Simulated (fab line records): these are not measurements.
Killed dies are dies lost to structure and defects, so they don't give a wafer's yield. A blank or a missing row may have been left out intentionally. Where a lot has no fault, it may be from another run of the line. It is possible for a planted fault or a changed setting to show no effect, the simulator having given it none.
Problem report, 8D (eight disciplines) form, completed by code | flow n5-finfet | the parts of the form that need people (team, actions taken, sign-off) are left out

1. WHAT WENT WRONG
thk-nm at N5_FIN_SAQP_THK_MEAS_07 reads a mean of 54.8 nm on 1 wafer of 1 lot; wafers without a fault read 60.5 nm with a standard deviation of 0.87. Relative to the usual mean, that is a shift of -6.6 standard deviations.
First observed at day 5 21:12: wafer L832.3, on film-metro-01. The record has a number at this step for 26 wafers belonging to 10 lots. The rule behind "out" and "out of limits": a value lying over 4 standard deviations away from the usual mean. Any other wafer with a number is counted as sound.

2. WHAT IT IS, AND WHAT IT ISN'T
question                    | is               | is not
which readings at this step | thk-nm           | -
which lots                  | L832             | L818, L819, L820, L821, L822, L824, L835, L836, L839
which wafers of those lots  | L832.3           | L832.1, L832.5
read on which gauges        | film-metro-01    | film-metro-02
when                        | from day 5 21:12 | up to then (19 sound wafers); but 6 sound wafers of L835, L836, L839 came after

3. SUSPECTS, AND WHAT RULES EACH OUT
Counting: any tool at a process step up to the reading remains a suspect provided it ran every lot that is out. Sound lots after the first of them don't rule it out here, since some wafers of a struck lot are sound.
- the gauge at N5_FIN_SAQP_THK_MEAS_07: kept. All the wafers that are out were read on film-metro-01, and no step on other tools shows them out.
- rie-diel-01 at N5_PMOS_HMC_CHANNEL_EPI_DESCUM_14 (chemistry O2, time 7.9 s): kept. It processed L832, the lot that is out, at day 5 17:23, and its most recent sound lot before then was L822 at day 3 05:58.
- pecvd-03 at N5_FIN_SAQP_PECVD_48 (deposits SiNx from SiH4/NH3/N2, target thk 25 nm, time 22.1 s): kept. It processed L832, the lot that is out, at day 5 21:04, and its most recent sound lot before then was L824 at day 3 21:28.
- pecvd-03 at N5_FIN_SAQP_PECVD_06 (deposits a-Si from SiH4/He, target thk 60 nm, time 48.1 s): kept. It processed L832, the lot that is out, at day 5 21:07, and its most recent sound lot before then was L824 at day 3 21:30.
- In pecvd-03 at N5_FIN_SAQP_PECVD_48, the wafers that are out were processed in chamber 2 and their sound lot-mates in chambers 0, 1.
- In pecvd-03 at N5_FIN_SAQP_PECVD_06, the wafers that are out were processed in chamber 2 and their sound lot-mates in chambers 0, 1.
Left after counting: rie-diel-01 at N5_PMOS_HMC_CHANNEL_EPI_DESCUM_14, pecvd-03 at N5_FIN_SAQP_PECVD_48, pecvd-03 at N5_FIN_SAQP_PECVD_06, film-metro-01 at N5_FIN_SAQP_THK_MEAS_07.

4. THE CAUSE (what the simulator had put in)
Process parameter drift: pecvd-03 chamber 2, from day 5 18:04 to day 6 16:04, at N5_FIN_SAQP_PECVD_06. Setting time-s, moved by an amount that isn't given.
Counting leaves 4 suspects; this tool is one of them.

5. SEQUENCE OF EFFECTS, ordered by route
Rows list readings where the struck wafers' mean (over those with a number) sits beyond 3 standard deviations from the usual. Scope: only readings with a usual standard deviation given in the record; hours: median across lots of the time from each lot's start at the first step in this table that gives one to its start at this step; sigmas: change in usual standard deviations.
hours | step                    | reading | usual   | on struck wafers | change | sigmas
0     | N5_FIN_SAQP_THK_MEAS_07 | thk-nm  | 60.5 nm | 54.8             | -5.7   | -6.6
Later steps that measure or inspect, where all struck wafers having a row at the step show a number for every such reading and not one has moved that far: N5_BEOL_M4_RC_MEAS_101.

6. WHAT WOULD HAVE CAUGHT IT SOONER
3 hours passed between the start of the fault at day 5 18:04 and the first reading out of limits at a measuring or inspecting step in this record, taken at day 5 21:12.
Of the tool readings at N5_FIN_SAQP_PECVD_06 for which the record gives a usual standard deviation, none was out on any struck wafer, so an alarm limit of 4 standard deviations on them would not have fired.
By day 5 21:12, every lot that is out (1) had started N5_FIN_SAQP_PECVD_06 on pecvd-03. Had the tool been put on hold then, not one of them would have been saved.
